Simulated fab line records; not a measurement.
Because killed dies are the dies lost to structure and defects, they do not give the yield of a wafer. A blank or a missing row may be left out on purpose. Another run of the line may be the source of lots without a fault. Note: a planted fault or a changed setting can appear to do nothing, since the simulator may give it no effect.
fab line records	flow nand-harc
[record] lots = 5	wafers = 15	last-day = 24
route steps=1159 shown THIN_TSV@1135 END@1158
lots that met no fault: taken from a fault-free run of the same line
start-h: hours from the record's first day to the start of the lot's first wafer shown	wait-h: time in hours since the lot's previous step	" as in the row above	L1.1+2: a row that stands for several wafers	- value missing, or start not given	* or withheld: withheld	< > ~ a bound
route shown NAME@n: NAME is a module with steps in the file, n the number in the route of the first one	usual: mean and standard deviation over wafers with no fault	same: alike in all rows	chamber/n: place in a boat	sites: each site's reading	_std_site: standard deviation of those values	_edge_site: mean of outer sites minus mean of inner sites	radius-mm: how far each site lies from the wafer's centre	mask NAME#n: copy n	behind: tool/chamber where the wafer was last shaped	hold: why the lot went on hold/how many hours it stayed there/how the hold came to an end	device: whichever transistor did not switch (one of n, p or np)	end of line: the same wafers' tests at the end of the route	a step with no rows: only its recipe	killed: dies lost to structure and defects at the first sort, not the wafer's yield	map: a wafer's dies, x killed, . not, _ none there
set.NAME: the setting the step ran with; set.NAME@STEP: the setting that earlier step ran with	model.NAME: the simulator's own value behind a step, which no gauge read
lots seen at some steps along the route; tables by step, rows by wafer
services: from which hour (start-h, from the record's first day; less than 0 if before it) a tool's chamber was out of use, for how many hours, and why
[[steps]]
[step NHARC_THIN_TSV_SRD_23]
lot.wafer	tool	chamber	start-h	wait-h
L075.2+1+6	wet-bench-10	2,4,6	441.09	0.0
L078.5+2+4	wet-bench-10	5,6,2	443.94	0.0
L083.4+3+6	wet-bench-10	1,2,6	487.94	0.0
L086.6+4+2	wet-bench-10	1,2,4	507.98	0.0
L094.5+1+3	wet-bench-08	2,4,6	565.77	0.0
[step NHARC_THIN_TSV_DEGAS_53]
[recipe] temp-c = 300	time-s = 60
[usual] heater-power-w = 435/39
lot.wafer	tool	chamber	start-h	wait-h	heater-power-w
L075.1	pvd-sputter-03	-	441.19	0.1	440
L075.2	"	-	"	"	415
L075.6	"	-	"	"	352
L078.2	pvd-sputter-02	-	444.04	0.1	385
L078.4	"	-	"	"	406
L078.5	"	-	"	"	376
L083.4	pvd-sputter-02	-	488.04	0.1	383
L083.3	"	-	"	"	433
L083.6	"	-	"	"	383
L086.2	pvd-sputter-01	-	508.07	0.1	508
L086.4	"	-	"	"	441
L086.6	"	-	"	"	505
L094.3	pvd-sputter-02	-	565.86	0.1	378
L094.1	"	-	"	"	459
L094.5	"	-	"	"	408
[step NHARC_THIN_TSV_PRE_CLEAN_54]
[recipe] time-s = 30	temp-c = 280	gas = H2/He
[usual] heater-power-w = 384/34
lot.wafer	tool	chamber	start-h	wait-h	heater-power-w
L075.2	pvd-sputter-03	-	441.26	0.0	317
L075.1	"	-	"	"	394
L075.6	"	-	"	"	359
L078.2	pvd-sputter-02	-	444.11	0.1	355
L078.4	"	-	"	"	419
L078.5	"	-	"	"	338
L083.4	pvd-sputter-02	-	488.11	0.1	340
L083.3	"	-	"	"	407
L083.6	"	-	"	"	358
L086.2	pvd-sputter-01	-	508.15	0.1	446
L086.4	"	-	"	"	395
L086.6	"	-	"	"	449
L094.3	pvd-sputter-02	-	565.95	0.1	380
L094.1	"	-	"	"	420
L094.5	"	-	"	"	378
[step NHARC_THIN_TSV_PVD_55]
[recipe] target-thk-a = 500	material = TiN
lot.wafer	tool	chamber	start-h	wait-h
L075.2+1+6	pvd-sputter-03	-	441.34	0.1
L078.2+4+5	pvd-sputter-02	-	444.18	0.1
L083.3+4+6	pvd-sputter-02	-	488.23	0.1
L086.2+4+6	pvd-sputter-01	-	508.22	0.1
L094.1+3+5	pvd-sputter-02	-	566.02	0.0
[step NHARC_THIN_TSV_PVD_24]
[recipe] target-thk-a = 8000	power-w = withheld	chamber-pressure-pa = withheld	substrate-temp-c = withheld	time-s = withheld	gas = Ar	material = Al
lot.wafer	tool	chamber	start-h	wait-h
L075.2+1+6	pvd-sputter-03	-	441.49	0.1
L078.4+2+5	pvd-sputter-02	-	444.33	0.1
L083.4+3+6	pvd-sputter-02	-	488.33	0.1
L086.2+4+6	pvd-sputter-01	-	508.38	0.1
L094.3+1+5	pvd-sputter-02	-	566.28	0.2
[step NHARC_THIN_TSV_DEHYDRATE_25]
[recipe] temp-c = 150	time-s = 120
[usual] resist-line-temp-C = 22.98/0.11
lot.wafer	tool	chamber	start-h	wait-h	resist-line-temp-C
L075.1	litho-track-02	0	441.90	-	22.79
L075.2	"	0	"	"	22.81
L075.6	"	0	"	"	22.78
L078.2	litho-track-05	0	444.74	-	22.84
L078.4	"	0	"	"	22.79
L078.5	"	0	"	"	22.84
L083.3	litho-track-02	0	488.74	-	22.95
L083.4	"	0	"	"	22.93
L083.6	"	0	"	"	22.98
L086.2	litho-track-07	0	508.81	-	23.12
L086.4	"	0	"	"	22.94
L086.6	"	0	"	"	22.96
L094.1	litho-track-02	0	566.58	-	23.17
L094.3	"	0	"	"	23.18
L094.5	"	0	"	"	22.94
[step NHARC_THIN_TSV_HMDS_26]
[recipe] time-s = 30
[usual] resist-line-temp-C = 22.97/0.1
lot.wafer	tool	chamber	start-h	wait-h	resist-line-temp-C
L075.1	litho-track-02	0	-	-	23.10
L075.2	"	0	"	"	23.05
L075.6	"	0	"	"	23.10
L078.2	litho-track-05	0	-	-	23.01
L078.4	"	0	"	"	23.07
L078.5	"	0	"	"	23.08
L083.3	litho-track-02	0	-	-	23.04
L083.4	"	0	"	"	22.89
L083.6	"	0	"	"	22.90
L086.2	litho-track-07	0	-	-	23.05
L086.4	"	0	"	"	22.95
L086.6	"	0	"	"	23.01
L094.1	litho-track-02	0	-	-	22.98
L094.3	"	0	"	"	23.00
L094.5	"	0	"	"	22.84
[step NHARC_THIN_TSV_COAT_27]
[recipe] spin-rpm = *
[usual] resist-line-temp-C = 23.00/0.094
lot.wafer	tool	chamber	start-h	wait-h	resist-line-temp-C
L075.1	litho-track-02	0	-	-	22.90
L075.2	"	0	"	"	23.01
L075.6	"	0	"	"	22.96
L078.2	litho-track-05	0	-	-	22.97
L078.4	"	0	"	"	22.81
L078.5	"	0	"	"	23.04
L083.3	litho-track-02	0	-	-	22.96
L083.4	"	0	"	"	23.01
L083.6	"	0	"	"	22.89
L086.2	litho-track-07	0	-	-	22.86
L086.4	"	0	"	"	23.03
L086.6	"	0	"	"	23.02
L094.1	litho-track-02	0	-	-	23.13
L094.3	"	0	"	"	23.18
L094.5	"	0	"	"	22.95
[step NHARC_THIN_TSV_SOFTBAKE_28]
[recipe] temp-c = 122	time-s = 95
[usual] resist-line-temp-C = 23.00/0.1
lot.wafer	tool	chamber	start-h	wait-h	resist-line-temp-C
L075.1	litho-track-02	0	-	-	22.91
L075.2	"	0	"	"	22.91
L075.6	"	0	"	"	22.97
L078.2	litho-track-05	0	-	-	22.92
L078.4	"	0	"	"	22.75
L078.5	"	0	"	"	22.89
L083.3	litho-track-02	0	-	-	23.02
L083.4	"	0	"	"	22.99
L083.6	"	0	"	"	23.07
L086.2	litho-track-07	0	-	-	22.74
L086.4	"	0	"	"	22.86
L086.6	"	0	"	"	22.82
L094.1	litho-track-02	0	-	-	23.06
L094.3	"	0	"	"	23.08
L094.5	"	0	"	"	23.16
[step NHARC_THIN_TSV_EBR_29]
[usual] resist-line-temp-C = 23.01/0.11
lot.wafer	tool	chamber	start-h	wait-h	resist-line-temp-C
L075.1	litho-track-02	0	-	-	22.96
L075.2	"	0	"	"	23.03
L075.6	"	0	"	"	22.99
L078.2	litho-track-05	0	-	-	22.76
L078.4	"	0	"	"	22.85
L078.5	"	0	"	"	22.94
L083.3	litho-track-02	0	-	-	23.22
L083.4	"	0	"	"	23.29
L083.6	"	0	"	"	23.11
L086.2	litho-track-07	0	-	-	23.05
L086.4	"	0	"	"	23.08
L086.6	"	0	"	"	23.07
L094.1	litho-track-02	0	-	-	22.87
L094.3	"	0	"	"	23.02
L094.5	"	0	"	"	22.74
[step NHARC_THIN_TSV_EXPOSE_30]
[recipe] na = 0.55	dose-mj = 11.47	mask-id = PAD
lot.wafer	tool	chamber	start-h	wait-h	mask
L075.1+2+6	krf-scanner-04	0	442.17	-	PAD#0
L078.2+4+5	krf-scanner-01	0	445.02	-	PAD#0
L083.3+4+6	krf-scanner-01	0	489.02	-	PAD#0
L086.2+4+6	krf-scanner-04	0	509.10	-	PAD#0
L094.1+3+5	krf-scanner-02	0	566.85	-	PAD#0
[step NHARC_THIN_TSV_PEB_31]
[recipe] peb-temp-c = 118	peb-time-s = 85
[usual] resist-line-temp-C = 23.00/0.11
lot.wafer	tool	chamber	start-h	wait-h	resist-line-temp-C
L075.1	litho-track-05	0	442.24	0.1	23.17
L075.2	"	0	"	"	23.00
L075.6	"	0	"	"	23.04
L078.2	litho-track-07	0	445.08	0.1	22.98
L078.4	"	0	"	"	23.04
L078.5	"	0	"	"	23.05
L083.3	litho-track-05	0	489.08	0.1	22.79
L083.4	"	0	"	"	23.14
L083.6	"	0	"	"	22.89
L086.2	litho-track-02	0	509.16	0.1	22.94
L086.4	"	0	"	"	23.15
L086.6	"	0	"	"	23.04
L094.1	litho-track-02	0	566.91	0.1	22.93
L094.3	"	0	"	"	23.22
L094.5	"	0	"	"	23.10
[step NHARC_THIN_TSV_DEVELOP_32]
[recipe] time-s = 70
[usual] resist-line-temp-C = 22.99/0.11
lot.wafer	tool	chamber	start-h	wait-h	resist-line-temp-C
L075.1	litho-track-05	0	-	-	22.82
L075.2	"	0	"	"	22.87
L075.6	"	0	"	"	22.81
L078.2	litho-track-07	0	-	-	22.94
L078.4	"	0	"	"	23.00
L078.5	"	0	"	"	23.16
L083.3	litho-track-05	0	-	-	22.86
L083.4	"	0	"	"	23.04
L083.6	"	0	"	"	22.93
L086.2	litho-track-02	0	-	-	23.14
L086.4	"	0	"	"	23.08
L086.6	"	0	"	"	23.12
L094.1	litho-track-02	0	-	-	23.03
L094.3	"	0	"	"	23.18
L094.5	"	0	"	"	22.98
[step NHARC_THIN_TSV_CD_MEAS_33]
[recipe] target-cd-nm = 5000	landing-energy-ev = 500
[usual] cd-nm = 4999.5/1.6
lot.wafer	tool	chamber	start-h	wait-h	cd-nm
L075.1	cd-sem-03	0	442.33	-	4996.8
L075.2	"	0	"	"	4997.5
L075.6	"	0	"	"	5000.5
L078.2	cd-sem-01	0	445.17	-	5001.4
L078.4	"	0	"	"	4997.0
L078.5	"	0	"	"	5000.3
L083.3	cd-sem-03	0	489.17	-	4999.0
L083.4	"	0	"	"	5000.2
L083.6	"	0	"	"	5000.5
L086.2	cd-sem-03	0	509.25	-	4998.7
L086.4	"	0	"	"	4999.2
L086.6	"	0	"	"	5001.3
L094.1	cd-sem-03	0	567.00	-	5000.4
L094.3	"	0	"	"	5001.5
L094.5	"	0	"	"	5000.7
[step NHARC_THIN_TSV_HARDBAKE_34]
[recipe] temp-c = 125	time-s = 80
[usual] resist-line-temp-C = 22.96/0.11
lot.wafer	tool	chamber	start-h	wait-h	resist-line-temp-C
L075.1	litho-track-02	0	442.41	-	22.89
L075.2	"	0	"	"	22.76
L075.6	"	0	"	"	23.03
L078.2	litho-track-05	0	445.25	-	22.85
L078.4	"	0	"	"	23.09
L078.5	"	0	"	"	23.02
L083.3	litho-track-07	0	489.25	-	23.00
L083.4	"	0	"	"	23.10
L083.6	"	0	"	"	23.15
L086.2	litho-track-02	0	509.33	-	22.98
L086.4	"	0	"	"	23.08
L086.6	"	0	"	"	23.16
L094.1	litho-track-05	0	567.08	-	22.94
L094.3	"	0	"	"	22.88
L094.5	"	0	"	"	23.02
[step NHARC_THIN_TSV_DESCUM_35]
[recipe] time-s = 3	o2-flow-sccm = 200	ar-flow-sccm = 0	bias-power-w = 0	chemistry = O2
[usual] drypump-motor-current-A = 5.7/0.38	oes-product-au = 0.999/0.0091	rf-vpp-V = 57.7/0.94	showerhead-plenum-p-Torr = 1.90/0.08	throttle-valve-pct = 11.310/0.0089
lot.wafer	tool	chamber	start-h	wait-h	drypump-motor-current-A	oes-product-au	rf-hours-counter-h	rf-vpp-V	showerhead-plenum-p-Torr	throttle-valve-pct
L075.1	rie-diel-11	1	442.49	-	5.7	0.984	5	58.2	1.92	11.306
L075.2	"	2	"	"	5.8	0.991	7	57.6	1.97	11.303
L075.6	"	1	"	"	5.7	0.979	-	58.2	1.92	11.319
L078.2	rie-diel-11	3	445.33	-	5.8	0.993	9	58.4	1.94	11.324
L078.4	"	1	"	"	5.7	0.990	5	57.3	1.92	11.312
L078.5	"	3	"	"	5.8	0.982	-	57.9	1.94	11.310
L083.3	rie-diel-10	2	489.33	-	5.4	0.999	9	57.7	1.83	11.304
L083.4	"	0	"	"	5.2	1.010	10	58.2	2.04	11.296
L083.6	"	3	"	"	5.6	0.991	-	58.1	1.84	11.297
L086.2	rie-diel-04	0	509.42	-	5.7	1.013	2	57.4	1.86	11.311
L086.4	"	2	"	"	5.5	1.015	2	57.4	1.85	11.313
L086.6	"	0	"	"	5.7	1.005	-	57.5	1.86	11.310
L094.3	rie-diel-04	2	567.17	-	5.5	1.001	7	56.7	1.84	11.300
L094.1	"	3	"	"	5.4	1.000	6	58.9	1.80	11.324
L094.5	"	1	"	"	6.2	1.002	-	55.6	1.92	11.302
[step NHARC_THIN_TSV_ETCH_59]
[recipe] target-depth-a = 8800	icp-w = 900	bias-w = 100	Cl2_flow_sccm = 60	bcl3-flow-sccm = 30	time-s = 138.1	chemistry = Cl2/BCl3
[usual] drypump-motor-current-A = 5.8/0.34	he-backside-leak-sccm = 3.32/0.21	oes-product-au = 0.999/0.0085	throttle-valve-pct = 22.265/0.0088
lot.wafer	tool	chamber	start-h	wait-h	drypump-motor-current-A	he-backside-leak-sccm	oes-product-au	rf-hours-counter-h	throttle-valve-pct
L075.1	rie-metal-03	0	442.61	0.1	6.1	2.98	0.989	3.0	22.252
L075.2	"	1	"	"	5.8	3.35	1.012	5.9	22.280
L075.6	"	0	"	"	6.1	3.18	0.992	-	22.263
L078.2	rie-metal-02	1	445.49	0.2	5.8	2.74	0.996	1.5	22.255
L078.4	"	1	"	"	5.8	2.99	0.988	-	22.270
L078.5	"	0	"	"	5.6	3.57	0.978	-	22.270
L083.3	rie-metal-03	0	489.53	0.2	6.1	3.29	0.991	-	22.273
L083.4	"	1	"	"	5.8	3.20	0.989	-	22.270
L083.6	"	1	"	"	5.8	3.34	0.987	-	22.242
L086.2	rie-metal-03	1	509.53	0.1	5.7	3.19	1.003	1.1	22.274
L086.4	"	1	"	"	5.8	3.37	0.994	-	22.278
L086.6	"	1	"	"	5.7	3.34	1.001	-	22.253
L094.1	rie-metal-01	0	567.29	0.1	5.2	3.47	1.008	1.3	22.260
L094.3	"	1	"	"	6.0	3.27	0.999	-	22.256
L094.5	"	0	"	"	5.2	3.37	1.013	-	22.257
[step NHARC_THIN_TSV_ETCH_36]
[recipe] target-depth-a = 650	over-etch-frac = 0.3	time-s = 18.571	ion-energy-ev = 150	chemistry = Cl2/BCl3
[usual] drypump-motor-current-A = 5.8/0.34	he-backside-leak-sccm = 3.30/0.19	oes-product-au = 1.000/0.0099
lot.wafer	tool	chamber	start-h	wait-h	drypump-motor-current-A	he-backside-leak-sccm	oes-product-au	rf-hours-counter-h
L075.2	rie-metal-03	0	442.87	0.2	6.1	3.35	0.988	3.2
L075.1	"	1	"	"	5.8	3.40	1.011	6.1
L075.6	"	0	"	"	6.1	3.22	0.981	-
L078.2	rie-metal-02	0	445.72	0.2	5.6	3.40	0.977	1.7
L078.4	"	0	"	"	5.6	2.96	0.983	-
L078.5	"	0	"	"	5.6	3.16	0.983	-
L083.4	rie-metal-03	0	489.73	0.1	6.1	3.18	0.997	-
L083.3	"	1	"	"	5.8	3.32	0.991	-
L083.6	"	1	"	"	5.8	3.28	0.994	-
L086.2	rie-metal-03	0	509.79	0.2	6.1	3.06	0.997	1.2
L086.4	"	1	"	"	5.8	3.50	0.989	-
L086.6	"	1	"	"	5.8	3.41	0.986	-
L094.1	rie-metal-01	0	567.55	0.2	5.2	3.37	1.016	1.5
L094.3	"	1	"	"	6.1	3.10	0.994	-
L094.5	"	0	"	"	5.2	3.53	1.008	-
[step NHARC_THIN_TSV_STRIP_56]
[recipe] power-w = 1500	temp-c = 250	chemistry = O2
[usual] drypump-motor-current-A = 5.7/0.57	heater-power-w = 338/30
lot.wafer	tool	chamber	start-h	wait-h	drypump-motor-current-A	heater-power-w	rf-hours-counter-h
L075.2	plasma-asher-01	1	442.97	0.1	5.4	368	52
L075.1	"	0	"	"	5.5	314	52
L075.6	"	0	"	"	5.5	313	-
L078.2	plasma-asher-02	0	445.86	0.1	5.3	340	29
L078.4	"	1	"	"	6.7	341	-
L078.5	"	1	"	"	6.7	338	-
L083.4	plasma-asher-02	0	490.63	0.9	5.3	335	-
L083.3	"	1	"	"	6.7	344	-
L083.6	"	1	"	"	6.7	345	-
L086.2	plasma-asher-02	1	510.14	0.3	6.7	343	60
L086.4	"	1	"	"	6.7	330	-
L086.6	"	1	"	"	6.6	344	-
L094.1	plasma-asher-02	0	567.65	0.1	5.3	321	8
L094.3	"	0	"	"	5.3	332	-
L094.5	"	0	"	"	5.3	331	-
[step NHARC_THIN_TSV_STRIP_57]
[recipe] time-s = 1200	temp-c = 72.5	chemistry = post-etch-residue-remover
lot.wafer	tool	chamber	start-h	wait-h
L075.1+6+2	wet-bench-08	6,0,1	443.34	0.3
L078.4+5+2	wet-bench-08	3,4,6	446.18	0.2
L083.6+3+4	wet-bench-08	0,2,3	490.88	0.1
L086.4+6+2	wet-bench-08	1,2,5	510.49	0.2
L094.5+3+1	wet-bench-10	7,1,2	567.99	0.1
[step NHARC_THIN_TSV_CD_MEAS_37]
[usual] cd-nm = 4998.8/2
lot.wafer	tool	chamber	start-h	wait-h	cd-nm
L075.1	cd-sem-01	-	443.76	-	4996.2
L075.2	"	-	"	"	4996.2
L075.6	"	-	"	"	4997.6
L078.2	cd-sem-01	-	446.61	-	5000.3
L078.4	"	-	"	"	4993.0
L078.5	"	-	"	"	4996.5
L083.3	cd-sem-01	-	491.33	-	4999.2
L083.4	"	-	"	"	5001.3
L083.6	"	-	"	"	4999.9
L086.2	cd-sem-01	-	511.00	-	4999.3
L086.4	"	-	"	"	4999.5
L086.6	"	-	"	"	5002.6
L094.1	cd-sem-03	-	568.44	-	4998.8
L094.3	"	-	"	"	4998.5
L094.5	"	-	"	"	4999.8
[step NHARC_THIN_TSV_ANNEAL_58]
[recipe] temp-c = 400	time-s = 1800
[usual] spike-tc-centre-C = 402.0/1.2	zone-power-top-pct = 10.1/0.62
lot.wafer	tool	chamber	start-h	wait-h	spike-tc-centre-C	zone-power-top-pct
L075.1	furnace-05	0	444.51	0.7	403.8	10.9
L075.2	"	0	"	"	404.1	10.9
L075.6	"	0	"	"	401.7	10.7
L078.2	furnace-01	0	448.20	1.6	403.0	10.0
L078.4	"	0	"	"	403.0	10.0
L078.5	"	0	"	"	402.2	10.2
L083.3	furnace-05	0	494.32	3.0	402.1	10.9
L083.4	"	0	"	"	402.9	10.6
L083.6	"	0	"	"	404.2	10.8
L086.2	furnace-07	0	512.37	1.4	399.5	9.4
L086.4	"	0	"	"	400.4	9.2
L086.6	"	0	"	"	400.4	9.4
L094.1	furnace-07	0	571.21	2.8	401.5	9.4
L094.3	"	0	"	"	400.9	9.3
L094.5	"	0	"	"	401.4	9.4
[step NHARC_THIN_TSV_INSPECT_40]
[usual] raw-defect-count = 480/78
lot.wafer	tool	chamber	start-h	wait-h	raw-defect-count
L075.1	defect-inspect-01	-	445.96	0.4	470
L075.2	"	-	"	"	429
L075.6	"	-	"	"	485
L078.2	defect-inspect-02	-	449.65	0.4	397
L078.4	"	-	"	"	383
L078.5	"	-	"	"	446
L083.3	defect-inspect-02	-	495.77	0.4	481
L083.4	"	-	"	"	490
L083.6	"	-	"	"	389
L086.2	defect-inspect-02	-	513.85	0.4	429
L086.4	"	-	"	"	454
L086.6	"	-	"	"	485
L094.1	defect-inspect-01	-	572.64	0.4	384
L094.3	"	-	"	"	501
L094.5	"	-	"	"	372
[step NHARC_END_WLT_00]
[usual] VT_DECK1_BOTTOM = 0.868/0.0084	VT_DECK1_BOTTOM_INNER = 0.868/0.0081	VT_DECK1_MEDIAN_NEAR_BOTTOM = 0.869/0.0088	VT_DECK1_MEDIAN_NEAR_BOTTOM_INNER = 0.870/0.0084	VT_DECK1_MIDDLE = 0.881/0.009	VT_DECK1_MIDDLE_INNER = 0.880/0.0085	VT_DECK1_TOP = 0.892/0.008	VT_DECK1_TOP_INNER = 0.892/0.0086
lot.wafer	tool	chamber	start-h	wait-h	VT_DECK1_BOTTOM	VT_DECK1_BOTTOM_INNER	VT_DECK1_MEDIAN_NEAR_BOTTOM	VT_DECK1_MEDIAN_NEAR_BOTTOM_INNER	VT_DECK1_MIDDLE	VT_DECK1_MIDDLE_INNER	VT_DECK1_TOP	VT_DECK1_TOP_INNER
L075.1	prober-01	-	453.80	7.8	0.849	0.861	0.857	0.859	0.861	0.860	0.876	0.876
L075.2	"	-	"	"	0.852	0.848	0.855	0.854	0.864	0.866	0.877	0.868
L075.6	"	-	456.27	10.3	0.850	0.853	0.851	0.850	0.863	0.860	0.873	0.875
L078.2	prober-01	-	469.70	20.0	0.881	0.881	0.877	0.873	0.886	0.891	0.895	0.896
L078.4	"	-	470.70	21.1	0.869	0.870	0.869	0.878	0.881	0.886	0.899	0.900
L078.5	"	-	"	"	0.873	0.874	0.873	0.863	0.883	0.890	0.901	0.899
L083.3	prober-02	-	496.81	1.0	0.862	0.870	0.869	0.873	0.883	0.889	0.893	0.888
L083.4	"	-	"	"	0.858	0.853	0.866	0.857	0.877	0.875	0.890	0.903
L083.6	"	-	"	"	0.863	0.866	0.868	0.867	0.872	0.878	0.894	0.896
L086.2	prober-01	-	522.11	8.3	0.877	0.866	0.876	0.878	0.895	0.888	0.897	0.898
L086.4	"	-	523.11	9.3	0.872	0.868	0.865	0.872	0.876	0.875	0.893	0.890
L086.6	"	-	524.11	10.3	0.868	0.858	0.875	0.872	0.882	0.888	0.888	0.887
L094.1	prober-02	-	572.70	0.1	0.874	0.868	0.869	0.873	0.869	0.874	0.884	0.885
L094.3	"	-	573.71	1.1	0.865	0.867	0.857	0.866	0.876	0.873	0.879	0.889
L094.5	"	-	574.72	2.1	0.856	0.871	0.858	0.854	0.880	0.871	0.887	0.879
[[services]]
tool	chamber	start-h	hours	kind
krf-scanner-01	-	428.00	4.0	pm
rie-diel-04	2	431.69	6.0	repair
rie-diel-11	-	439.17	1.7	repair
rie-metal-03	-	453.00	9.0	pm
pvd-sputter-03	-	458.07	10.0	pm
rie-diel-04	-	465.93	9.0	pm
krf-scanner-04	-	470.00	4.0	pm
furnace-05	-	476.47	8.2	repair
plasma-asher-02	-	478.56	0.7	repair
rie-diel-04	0	491.07	6.6	repair
pvd-sputter-02	-	496.49	5.5	repair
rie-diel-04	3	500.63	7.6	repair
rie-metal-01	-	509.00	9.0	pm
rie-diel-11	-	510.97	0.4	repair
krf-scanner-01	-	511.75	0.2	repair
rie-diel-04	0	513.01	22.5	repair
rie-diel-11	3	514.06	3.8	repair
litho-track-02	-	515.00	7.0	pm
wet-bench-08	-	518.26	1.2	repair
pvd-sputter-01	-	523.33	10.0	pm
plasma-asher-02	-	538.22	9.0	pm
litho-track-07	-	539.01	7.0	pm
rie-diel-11	-	543.50	9.0	pm
pvd-sputter-02	-	570.05	10.0	pm
[[key]]
fault none
